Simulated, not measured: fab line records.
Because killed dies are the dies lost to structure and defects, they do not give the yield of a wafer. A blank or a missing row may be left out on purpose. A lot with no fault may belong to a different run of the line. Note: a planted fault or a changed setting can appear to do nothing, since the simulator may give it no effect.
Code-filled problem report in 8D (eight disciplines) form :: flow n5 finfet :: the parts of the form that need people (team, actions taken, sign-off) are left out

== 1. PROBLEM STATEMENT ==
run length s at N5_BEOL_M3_ETCH_70 reads a mean of 153.4 s on 3 wafers of 2 lots; wafers without a fault read 143.5 s with a standard deviation of 0.41. Relative to the usual mean, that is a shift of +24 standard deviations.
The step: etches SOC in N2/H2, target depth 80 nm, overetch 16 nm, time 120 s.
First seen on wafer L960.1, day 10 00:05, on rie diel-03. The record has a number at this step for 16 wafers belonging to 6 lots. Rule for "out" (also "out of limits"): further than 4 standard deviations from the usual mean. The other wafers with a number count as sound.

== 2. WHAT IT IS AND WHAT IT IS NOT ==
question: which readings at this step
is: run length s
is not: drypump motor current A, oes product au, rf vpp V, showerhead plenum p Torr, throttle valve pct

question: which lots
is: L959, L960
is not: L950, L966, L967, L968

question: which wafers of those lots
is: L959.1, L960.1, L960.6
is not: L959.5

question: read on which tools
is: rie diel-03
is not: rie diel-01

question: when
is: from day 10 00:05
is not: up to then (3 sound wafers); but 10 sound wafers of L959, L966, L967, L968 came after

== 3. WHAT RULES OUT EACH SUSPECT ==
Counting: a tool at a process step up to the reading stays a suspect if it ran every lot that is out. Sound lots after the first of them don't rule it out here, since some wafers of a struck lot are sound.
- rie diel-04 at N5_BEOL_M3_DESCUM_33 (chemistry O2, time 7 s): kept. It ran every lot that is out, first L960 (day 9 15:21).
- rie diel-04 at N5_BEOL_M3_ETCH_77 (etches underlayer in N2/H2, target depth 6.5 nm, time 5.2 s): kept. It ran every lot that is out, first L960 (day 9 15:23).
- rie diel-04 at N5_BEOL_M3_ETCH_69 (etches SiARC in CF4, target depth 15.6 nm, time 26 s): kept. It ran every lot that is out, first L960 (day 9 15:24).
- ald sin-01 at N5_BEOL_M3_ALD_98 (deposits SiO2, target thk 2.5 nm, pulse time 1 s, co reactant pulse time 1 s): kept. Every lot that is out went through it, the first being L960 (day 9 15:29); the last sound lot it ran before that was L950 (day 7 07:45).
- rie diel-03 at N5_BEOL_M3_ETCHBACK_99 (etches SiO2 in CHF3, target depth 5 nm, time 10.4 s): kept. It ran every lot that is out, first L960 (day 10 00:03).
- rie diel-03 at N5_BEOL_M3_ETCH_70 (etches SOC in N2/H2, target depth 80 nm, overetch 16 nm, time 120 s): kept. It ran every lot that is out, first L960 (day 10 00:05). Its own readings are out on those wafers: run length s.
- Within ald sin-01 at N5_BEOL_M3_ALD_98: the wafers that are out ran in chambers 1, 2, 3; their sound lot-mates ran in chamber 0.
- Within rie diel-03 at N5_BEOL_M3_ETCHBACK_99: the wafers that are out ran in chambers 0, 3; their sound lot-mates ran in chamber 1.
- Within rie diel-03 at N5_BEOL_M3_ETCH_70: the wafers that are out ran in chambers 0, 3; their sound lot-mates ran in chamber 1.
Left after counting: rie diel-04 at N5_BEOL_M3_DESCUM_33, rie diel-04 at N5_BEOL_M3_ETCH_77, rie diel-04 at N5_BEOL_M3_ETCH_69, ald sin-01 at N5_BEOL_M3_ALD_98, rie diel-03 at N5_BEOL_M3_ETCHBACK_99, rie diel-03 at N5_BEOL_M3_ETCH_70.

== 4. THE CAUSE (what the simulator had put in) ==
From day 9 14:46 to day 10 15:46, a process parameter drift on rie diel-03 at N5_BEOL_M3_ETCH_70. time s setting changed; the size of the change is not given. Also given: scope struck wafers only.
Counting leaves 6 suspects; this tool is one of them.

== 5. SEQUENCE OF EFFECTS, ordered by route ==
Each row: a reading where the mean over the struck wafers with a number is more than 3 standard deviations away from the usual. Scope: only readings with a usual standard deviation given in the record; hours: median across lots of the time from each lot's start at the first step in this table that gives one to its start at this step; sigmas: change in usual standard deviations.
hours: 0
step: N5_BEOL_M3_ETCH_70
reading: run length s
usual: 143.5 s
on struck wafers: 153.4
change: +9.9
sigmas: +24
It contains these process steps:
- N5_BEOL_M3_ETCH_70: etches SOC in N2/H2, target depth 80 nm, overetch 16 nm, time 120 s.
At these later measuring or inspecting steps, every struck wafer for which the step has a row has a number for every such reading, and none has moved that far: N5_BEOL_M4_RC_MEAS_101.

== 6. HOW IT WOULD HAVE BEEN CAUGHT EARLIER ==
The fault began at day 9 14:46; the first out-of-limits reading in this record came at day 10 00:05, 9 hours later.
